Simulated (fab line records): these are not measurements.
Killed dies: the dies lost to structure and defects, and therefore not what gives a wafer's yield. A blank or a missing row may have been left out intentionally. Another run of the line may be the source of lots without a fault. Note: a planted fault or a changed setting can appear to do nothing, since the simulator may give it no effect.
Which tool was responsible? ; flow n5 finfet ; 10 lots with 27 wafers sampled at 6 steps, on a route of 1938 steps

## WHAT THE GAUGES READ, wafer by wafer
N5_BEOL_M0_INSPECT_127: inspects for defects (darkfield). Usual: raw defect count reads 66 (standard deviation 23).
lot;measured;on;raw defect count;flag
L243;day 5 23:28;defect inspect-01;49 77 44;
L244;day 6 08:31;defect inspect-02;34 30 44;
L245;day 6 14:25;defect inspect-01;62 83 52;
L246;day 6 16:02;defect inspect-02;76 57 122;
L247;day 6 22:33;defect inspect-01;59 41 36;
L248;day 6 22:58;defect inspect-02;44 52 118;
L256;day 9 06:12;defect inspect-02;62 32;
L257;day 9 15:22;defect inspect-02;96 65;
L258;day 9 18:12;defect inspect-02;79 58;
L263;day 11 00:43;defect inspect-02;118 120 69;

N5_BEOL_M4_RC_MEAS_101. Usual: DIBL_N 36.3 mV/V, standard deviation 1.6; DIBL_P 36.5 mV/V, standard deviation 1.6; IOFF_N 0.163 nA/um, standard deviation 0.026; IOFF_P 0.22 nA/um, standard deviation 0.033; ION_N 676 uA/um, standard deviation 9.9; ION_P 464 uA/um, standard deviation 6.5; SS_N 71.5 mV/dec, standard deviation 0.5; SS_P 73.3 mV/dec, standard deviation 0.64; VT_N 249.3 mV, standard deviation 2.9; VT_P -250 mV, standard deviation 3.2.
lot;measured;on;DIBL_N (mV/V);DIBL_P (mV/V);IOFF_N (nA/um);IOFF_P (nA/um);ION_N (uA/um);ION_P (uA/um);SS_N (mV/dec);SS_P (mV/dec);VT_N (mV);VT_P (mV);flag
L243;day 8 10:20;prober-02;32.9 35.1 33.6;32.6 35.7 34.0;0.114 0.150 0.129;0.14 0.19 0.16;671 669 661;458 462 452;70.9 71.1 71.8;72.6 74.1 72.5;255.4 249.7 252.2;-259 -252 -254;
L244;day 9 01:08;prober-01;37.5 38.1 38.2;36.8 38.0 38.0;0.167 0.175 0.187;0.23 0.25 0.26;666 671 680;457 462 468;71.6 71.3 72.5;74.2 73.7 74.3;248.8 248.0 248.9;-249 -244 -246;
L245;day 9 08:17;prober-02;36.5 38.0 35.6;35.4 37.1 34.9;0.157 0.188 0.149;0.23 0.26 0.22;674 685 695;461 476 479;72.0 72.2 71.3;72.8 73.8 73.0;251.4 244.5 246.2;-249 -245 -246;
L246;day 9 08:10;prober-01;34.8 33.5 34.9;36.6 34.8 36.3;0.169 0.140 0.165;0.20 0.17 0.20;691 672 692;466 467 471;71.5 71.0 70.9;73.7 72.9 74.6;249.6 250.4 247.7;-250 -251 -251;
L247;day 9 14:32;prober-01;36.8 37.4 37.0;37.1 37.5 37.0;0.165 0.176 0.153;0.22 0.24 0.22;687 699 674;468 479 462;71.1 71.5 71.9;72.8 73.6 73.2;247.6 247.3 249.2;-248 -248 -251;
L248;day 9 16:22;prober-02;36.9 37.0 35.6;37.9 38.1 36.5;0.179 0.182 0.160;0.22 0.22 0.20;673 688 697;463 466 464;71.6 71.7 70.8;74.8 73.9 74.3;245.1 246.4 248.8;-251 -250 -253;
L256;day 11 22:49;prober-02;34.3 36.5;35.6 38.5;0.123 0.157;0.19 0.22;671 670;467 464;71.3 71.7;72.8 72.6;253.7 250.7;-250 -250;
L257;day 12 06:45;prober-02;37.3 36.6;36.9 36.5;0.188 0.175;0.22 0.21;682 680;458 461;72.1 72.1;73.1 72.7;246.8 248.3;-248 -249;
L258;day 12 02:19;prober-02;33.4 36.3;33.8 36.6;0.116 0.153;0.16 0.19;656 669;456 459;70.8 71.2;72.8 73.0;254.8 251.0;-256 -253;
L263;day 13 16:11;prober-01;38.4 35.0 35.9;42.3 37.9 38.6;0.213 0.145 0.164;0.29 0.21 0.23;685 680 682;470 470 471;72.8 70.8 71.5;74.2 72.1 72.9;246.6 248.1 250.8;-245 -250 -249;

## WHICH TOOL RAN EACH LOT (tool, then ch and the chambers of the sampled wafers, then the start)
lot;N5_BEOL_M0_ECD_118;N5_BEOL_M0_CMP_120;N5_BEOL_M0_PRE_CLEAN_131;N5_BEOL_M0_CO_CAP_123
L243;ecd cu-01 ch 0,1, day 5 22:31;cmp-03 ch 1,2,3, day 5 22:53;cvd co-02 ch 0,1,2, day 5 23:13;cvd co-02 ch 0,1,2, day 5 23:15
L244;ecd cu-02 ch 0,1, day 6 07:30;cmp-02 ch 1,2,3, day 6 07:59;cvd co-02 ch 0,2, day 6 08:13;cvd co-02 ch 0,2, day 6 08:16
L245;ecd cu-02 ch 0,1, day 6 13:25;cmp-02 ch 1,2,3, day 6 13:47;cvd co-02 ch 0,2, day 6 14:07;cvd co-02 ch 0,2, day 6 14:11
L246;ecd cu-01 ch 0,1, day 6 14:55;cmp-02 ch 0,3, day 6 15:20;cvd co-01 ch 0,2, day 6 15:44;cvd co-01 ch 0,2, day 6 15:47
L247;ecd cu-02 ch 0,1, day 6 21:34;cmp-04 ch 1,3, day 6 21:59;cvd co-02 ch 0,1,2, day 6 22:16;cvd co-02 ch 0,1,2, day 6 22:19
L248;ecd cu-01 ch 0,1, day 6 21:59;cmp-03 ch 0,1,3, day 6 22:23;cvd co-01 ch 0,2, day 6 22:43;cvd co-01 ch 0,2, day 6 22:45
L256;ecd cu-02 ch 0,1, day 9 05:11;cmp-02 ch 1,2, day 9 05:37;cvd co-01 ch 0,2, day 9 05:58;cvd co-01 ch 0,2, day 9 06:02
L257;ecd cu-02 ch 0, day 9 14:25;cmp-03 ch 2,3, day 9 14:54;cvd co-01 ch 0, day 9 15:07;cvd co-01 ch 0, day 9 15:10
L258;ecd cu-02 ch 0, day 9 16:59;cmp-03 ch 2,3, day 9 17:35;cvd co-02 ch 0,2, day 9 17:55;cvd co-02 ch 0,2, day 9 17:58
L263;ecd cu-01 ch 0,1, day 10 23:16;cmp-04 ch 0,2, day 10 23:58;cvd co-01 ch 0,1,2, day 11 00:28;cvd co-01 ch 0,1,2, day 11 00:31
- N5_BEOL_M0_ECD_118: material Cu, target thk 300 nm.
- N5_BEOL_M0_CMP_120: polishes, stops on SiOC, t overpolish 6.9 s.
- N5_BEOL_M0_PRE_CLEAN_131: time 15 s.
- N5_BEOL_M0_CO_CAP_123: material Co, precursor CCTBA/H2, target thk 2 nm, time 102.1 s.

## WHAT THE TOOLS THEMSELVES READ (means of the sampled wafers that have a number; where no wafer has one, the mark that the record gives instead)
N5_BEOL_M0_CMP_120. Usual: clearing platen rpm 49.999 rpm, standard deviation 0.025; motor current A 6.0 A, standard deviation 0.78; time to endpoint s 61.1 s, standard deviation 2.6.
lot;tool;clearing platen rpm (rpm);motor current A (A);time to endpoint s (s);flag
L243;cmp-03;49.996;6.6;61.7;
L244;cmp-02;50.021;5.8;64.9;
L245;cmp-02;50.017;5.7;63.9;
L246;cmp-02;50.007;5.5;61.8;
L247;cmp-04;50.015;6.0;59.2;
L248;cmp-03;49.998;6.6;60.8;
L256;cmp-02;50.004;5.8;85.8;OFF
L257;cmp-03;49.977;7.0;75.1;OFF
L258;cmp-03;49.981;7.3;77.0;OFF
L263;cmp-04;49.994;5.7;61.8;

N5_BEOL_M0_PRE_CLEAN_131. Usual: heater power outer w 21 W, standard deviation 11; heater power w 84 W, standard deviation 20.
lot;tool;heater power outer w (W);heater power w (W);flag
L243;cvd co-02;22;89;
L244;cvd co-02;29;93;
L245;cvd co-02;23;91;
L246;cvd co-01;10;59;
L247;cvd co-02;22;89;
L248;cvd co-01;10;59;
L256;cvd co-01;12;64;
L257;cvd co-01;4;51;
L258;cvd co-02;26;90;
L263;cvd co-01;20;81;

N5_BEOL_M0_CO_CAP_123. Usual: heater power outer w 124 W, standard deviation 14; heater power w 235 W, standard deviation 24; susceptor temp C 200.00 C, standard deviation 0.16.
lot;tool;heater power outer w (W);heater power w (W);susceptor temp C (C);flag
L243;cvd co-02;125;244;199.97;
L244;cvd co-02;135;243;200.04;
L245;cvd co-02;126;242;199.88;
L246;cvd co-01;109;204;200.13;
L247;cvd co-02;126;245;199.92;
L248;cvd co-01;111;204;200.01;
L256;cvd co-01;115;208;200.09;
L257;cvd co-01;104;190;200.09;
L258;cvd co-02;128;248;200.11;
L263;cvd co-01;123;232;200.04;

## THE ANSWER, worked out from the rows above alone
Rule: take the mean of a lot's wafers that have a number; if it is more than 3 standard deviations from the usual mean, the lot is off. A lot without any number at a reading at which 4 lots or more have one is off too. All remaining lots with rows at the step are treated as sound. First the gauges in route order, then the tools' own readings, where a lot's mean is used as printed above. The first step at which some lot is off is used, and at that step the reading that is off furthest; a lot without a number counts as furthest.
Off: L256, L257, L258, at N5_BEOL_M0_CMP_120 (time to endpoint s).
If a tool, at that step or one of the process steps before it, ran each lot that is off and ran no sound lot following the first of them, it fits. One fits: ecd cu-02 at N5_BEOL_M0_ECD_118. Its last sound lot is L247 (day 6 21:34), its first lot that is off L256 (day 9 05:11): a fault that began between those two fits.

## WHAT THE SIMULATOR PUT IN
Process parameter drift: ecd cu-02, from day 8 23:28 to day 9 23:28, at N5_BEOL_M0_ECD_118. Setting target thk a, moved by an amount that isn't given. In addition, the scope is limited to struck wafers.
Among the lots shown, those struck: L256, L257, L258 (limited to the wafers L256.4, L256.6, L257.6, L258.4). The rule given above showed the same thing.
